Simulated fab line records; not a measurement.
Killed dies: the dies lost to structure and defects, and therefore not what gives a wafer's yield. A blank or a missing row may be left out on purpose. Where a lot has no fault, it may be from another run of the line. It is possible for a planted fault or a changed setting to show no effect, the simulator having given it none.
Which tool was responsible? + flow nand-harc + 12 lots, 36 wafers sampled, at 2 steps of a route of 1159

WHAT THE GAUGES SHOWED, per wafer
NHARC_A_BLC_INSPECT_12. Usual: raw-defect-count 28, standard deviation 11.
| lot  | measured     | on                | raw-defect-count | flag |
|------|--------------|-------------------|------------------|------|
| L806 | day 17 14:13 | defect-inspect-01 | 22 17 29         |      |
| L809 | day 17 15:50 | defect-inspect-01 | 17 28 20         |      |
| L810 | day 18 11:39 | defect-inspect-01 | 15 21 18         |      |
| L813 | day 19 17:20 | defect-inspect-01 | 27 29 23         |      |
| L816 | day 21 00:53 | defect-inspect-02 | 52 42 38         |      |
| L821 | day 21 15:27 | defect-inspect-01 | 35 26 32         |      |
| L822 | day 21 16:43 | defect-inspect-02 | 38 35 39         |      |
| L820 | day 21 23:36 | defect-inspect-02 | 29 16 24         |      |
| L825 | day 22 08:49 | defect-inspect-01 | 40 35 38         |      |
| L826 | day 22 11:17 | defect-inspect-02 | 18 11 18         |      |
| L827 | day 22 16:58 | defect-inspect-02 | 20 21 21         |      |
| L828 | day 23 07:22 | defect-inspect-01 | 46 26 37         |      |

EACH LOT AND THE TOOL THAT RAN IT (in order: tool; ch and the chambers of the sampled wafers; start)
| lot  | NHARC_A_CONTACT_CVD_19                   |
|------|------------------------------------------|
| L806 | cvd-w-01 ch 0,1, day 17 14:13 or earlier |
| L809 | cvd-w-01 ch 0,1, day 17 15:50 or earlier |
| L810 | cvd-w-01 ch 0,1, day 18 11:39 or earlier |
| L813 | cvd-w-02 ch 0,1, day 19 17:20 or earlier |
| L816 | cvd-w-02 ch 0,1, day 21 00:53 or earlier |
| L821 | cvd-w-01 ch 0,1, day 21 15:27 or earlier |
| L822 | cvd-w-01 ch 0,1, day 21 16:43 or earlier |
| L820 | cvd-w-01 ch 0,1, day 21 23:36 or earlier |
| L825 | cvd-w-02 ch 0, day 22 08:49 or earlier   |
| L826 | cvd-w-02 ch 0,1, day 22 11:17 or earlier |
| L827 | cvd-w-02 ch 0,1, day 22 16:58 or earlier |
| L828 | cvd-w-01 ch 0,1, day 23 07:22 or earlier |
- NHARC_A_CONTACT_CVD_19: deposits W, target thk 300 nm, time 802 s.

WHAT THE TOOLS THEMSELVES READ (means of the sampled wafers that have a number; where no wafer has one, the mark that the record gives instead)
NHARC_A_CONTACT_CVD_19. Usual: chamber-pressure-Torr 40.00 Torr, standard deviation 0.08; heater-power-outer-w 287 W, standard deviation 45; heater-power-w 499 W, standard deviation 79; throttle-valve-pct 7.8 %, standard deviation 0.48.
| lot  | tool     | chamber-pressure-Torr (Torr) | heater-power-outer-w (W) | heater-power-w (W) | throttle-valve-pct (%) | flag |
|------|----------|------------------------------|--------------------------|--------------------|------------------------|------|
| L806 | cvd-w-01 | 40.03                        | 308                      | 536                | 8.2                    |      |
| L809 | cvd-w-01 | 40.06                        | 309                      | 525                | 7.9                    |      |
| L810 | cvd-w-01 | 39.93                        | 303                      | 517                | 8.0                    |      |
| L813 | cvd-w-02 | 40.06                        | 284                      | 513                | 7.4                    |      |
| L816 | cvd-w-02 | 40.01                        | 250                      | 437                | 7.5                    |      |
| L821 | cvd-w-01 | 39.97                        | 312                      | 515                | 7.7                    |      |
| L822 | cvd-w-01 | 40.00                        | 306                      | 517                | 8.0                    |      |
| L820 | cvd-w-01 | 40.06                        | 309                      | 513                | 7.8                    |      |
| L825 | cvd-w-02 | 39.98                        | 212                      | 372                | 7.9                    |      |
| L826 | cvd-w-02 | 40.14                        | 253                      | 445                | 7.6                    |      |
| L827 | cvd-w-02 | 40.00                        | 289                      | 507                | 7.5                    |      |
| L828 | cvd-w-01 | 39.95                        | 310                      | 510                | 7.9                    |      |

THE ANSWER, worked out from the rows above alone
Rule: a lot counts as off when the mean over its wafers that have a number is more than 3 standard deviations away from the usual mean. A lot without any number at a reading at which 4 lots or more have one is off too. Any other lot the step has rows for is counted as sound. The gauges are gone through in route order, then the tools' own readings, and for those a lot's mean is taken as printed above. At the first step where some lot is off, the reading lying furthest off is the one used; lots without a number count as furthest.
No lot is off on any of the readings shown, so nothing can be concluded from this.

WHAT THE SIMULATOR HAD PUT IN
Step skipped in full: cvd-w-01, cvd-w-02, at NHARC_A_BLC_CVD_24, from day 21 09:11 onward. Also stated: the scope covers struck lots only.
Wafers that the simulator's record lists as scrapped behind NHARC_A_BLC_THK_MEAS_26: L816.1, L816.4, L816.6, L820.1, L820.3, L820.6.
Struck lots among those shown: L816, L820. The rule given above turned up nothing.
